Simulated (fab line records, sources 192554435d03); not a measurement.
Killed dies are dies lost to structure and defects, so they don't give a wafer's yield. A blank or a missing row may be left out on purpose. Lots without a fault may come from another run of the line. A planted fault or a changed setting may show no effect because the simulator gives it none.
Which tool did it? | flow n5_finfet | 11 lots, 33 wafers sampled, at 4 steps of a route of 1938

WHAT THE GAUGES READ, wafer by wafer
N5_BEOL_M15_THK_MEAS_50: measures by xrf. Usual: M15_THK 840 nm, standard deviation 15.
lot  | measured     | on            | M15_THK (nm) | flag
L402 | day 11 19:03 | film_metro-01 | 831 820 865  |
L403 | day 12 03:47 | film_metro-02 | 835 812 811  |
L405 | day 12 07:49 | film_metro-02 | 833 815 852  |
L406 | day 12 22:33 | film_metro-01 | 853 840 859  |
L408 | day 14 09:09 | film_metro-02 | 837 841 841  |
L409 | day 13 18:19 | film_metro-02 | 837 825 834  |
L411 | day 14 17:02 | film_metro-02 | 829 848 833  |
L414 | day 15 18:35 | film_metro-02 | 831 844 854  |
L417 | day 16 15:01 | film_metro-02 | 842 835 848  |
L419 | day 16 16:26 | film_metro-02 | 843 858 833  |
L425 | day 18 09:46 | film_metro-01 | 809 853 812  |

N5_PASSIVATION_CD_MEAS_44: target cd 40000 nm. Usual: cd_nm 40003 nm, standard deviation 3.9.
lot  | measured     | on        | cd_nm (nm)        | flag
L402 | day 12 06:02 | cd_sem-03 | 40005 40000 40004 |
L403 | day 12 14:27 | cd_sem-01 | 40006 39999 40000 |
L405 | day 12 17:47 | cd_sem-02 | 40005 40009 40004 |
L406 | day 13 09:43 | cd_sem-02 | 40007 40003 40001 |
L408 | day 14 21:08 | cd_sem-01 | 40003 40009 40008 |
L409 | day 14 04:02 | cd_sem-01 | 40004 40006 40007 |
L411 | day 15 03:22 | cd_sem-03 | 40002 40002 40000 |
L414 | day 16 08:34 | cd_sem-02 | 40003 40004 40005 |
L417 | day 17 01:30 | cd_sem-03 | 39999 40000 39998 |
L419 | day 17 06:22 | cd_sem-01 | 39997 39998 40004 |
L425 | day 18 23:29 | cd_sem-02 | 40004 40000 40002 |

WHICH TOOL RAN EACH LOT (tool, then ch and the chambers of the sampled wafers, then the start)
lot  | N5_PMOS_HMC_CHANNEL_EPI_STRIP_17   | N5_PASSIVATION_DESCUM_32
L402 | wet_bench-05 ch 0,1,6, day 1 18:40 | rie_diel-05 ch 1,3, day 12 03:44
L403 | wet_bench-02 ch 0,1,7, day 1 23:35 | rie_diel-06 ch 1,2,3, day 12 12:19
L405 | wet_bench-05 ch 5,6,7, day 2 11:43 | rie_diel-06 ch 0,1,2, day 12 16:08
L406 | wet_bench-06 ch 2,3,7, day 2 17:53 | rie_diel-06 ch 1,2,3, day 13 08:04
L408 | wet_bench-02 ch 5,6,7, day 3 06:01 | rie_diel-05 ch 1,2,3, day 14 19:28
L409 | wet_bench-05 ch 0,1,4, day 3 11:40 | rie_diel-05 ch 0,1,3, day 14 02:16
L411 | wet_bench-02 ch 0,2,6, day 3 23:46 | rie_diel-05 ch 1,2, day 15 01:43
L414 | wet_bench-05 ch 3,5,7, day 4 17:26 | rie_diel-02 ch 0,1,3, day 16 06:47
L417 | wet_bench-02 ch 0,1,3, day 5 11:53 | rie_diel-06 ch 0,2,3, day 16 23:51
L419 | wet_bench-05 ch 0,4,6, day 6 00:41 | rie_diel-06 ch 0,1,2, day 17 04:40
L425 | wet_bench-06 ch 3,4,6, day 7 14:41 | rie_diel-06 ch 1,2,3, day 18 21:37
- N5_PMOS_HMC_CHANNEL_EPI_STRIP_17: strips in SPM, time 750 s.
- N5_PASSIVATION_DESCUM_32: chemistry O2, time 7.9 s.

WHAT THE TOOLS THEMSELVES READ (means of the sampled wafers that have a number; where no wafer has one, the mark that the record gives instead)
N5_PASSIVATION_DESCUM_32. Usual: bias_power_w 19.99 W, standard deviation 0.056; drypump_motor_current_A 5.7 A, standard deviation 0.59; oes_product_au 0.80 a.u., standard deviation 0.11; rf_vpp_V 243.3 V, standard deviation 1.6; showerhead_plenum_p_Torr 2.10 Torr, standard deviation 0.081; throttle_valve_pct 20.45 %, standard deviation 0.26.
lot  | tool        | bias_power_w (W) | drypump_motor_current_A (A) | oes_product_au (a.u.) | rf_vpp_V (V) | showerhead_plenum_p_Torr (Torr) | throttle_valve_pct (%) | flag
L402 | rie_diel-05 | 19.97            | 5.8                         | 0.79                  | 243.3        | 2.05                            | 20.27                  |
L403 | rie_diel-06 | 19.92            | 5.1                         | 0.68                  | 242.4        | 2.04                            | 20.65                  |
L405 | rie_diel-06 | 20.01            | 5.4                         | 0.68                  | 242.8        | 2.03                            | 20.82                  |
L406 | rie_diel-06 | 20.02            | 5.1                         | 0.68                  | 242.4        | 2.04                            | 20.67                  |
L408 | rie_diel-05 | 19.96            | 6.2                         | 0.74                  | 242.5        | 2.06                            | 20.46                  |
L409 | rie_diel-05 | 19.98            | 6.2                         | 0.77                  | 242.8        | 2.07                            | 20.30                  |
L411 | rie_diel-05 | 20.04            | 6.5                         | 0.70                  | 242.4        | 2.08                            | 20.39                  |
L414 | rie_diel-02 | 20.04            | 6.0                         | 0.82                  | 243.2        | 2.11                            | 20.38                  |
L417 | rie_diel-06 | 19.96            | 5.2                         | 0.82                  | 243.9        | 2.11                            | 20.32                  |
L419 | rie_diel-06 | 19.96            | 5.4                         | 0.92                  | 244.5        | 2.19                            | 20.46                  |
L425 | rie_diel-06 | 20.01            | 5.1                         | 0.91                  | 244.8        | 2.20                            | 20.33                  |

THE ANSWER, worked out from the rows above alone
Rule: a lot is off if the mean of its wafers that have a number lies more than 3 standard deviations from the usual mean. A lot without any number at a reading at which 4 lots or more have one is off too. The other lots that the step has rows for count as sound. The gauges are gone through in route order, then the tools' own readings, and for those a lot's mean is taken as printed above. The first step at which some lot is off is used, and at that step the reading that is off furthest; a lot without a number counts as furthest.
No lot is off at any reading shown: from this, nothing can be told.

WHAT THE SIMULATOR HAD PUT IN
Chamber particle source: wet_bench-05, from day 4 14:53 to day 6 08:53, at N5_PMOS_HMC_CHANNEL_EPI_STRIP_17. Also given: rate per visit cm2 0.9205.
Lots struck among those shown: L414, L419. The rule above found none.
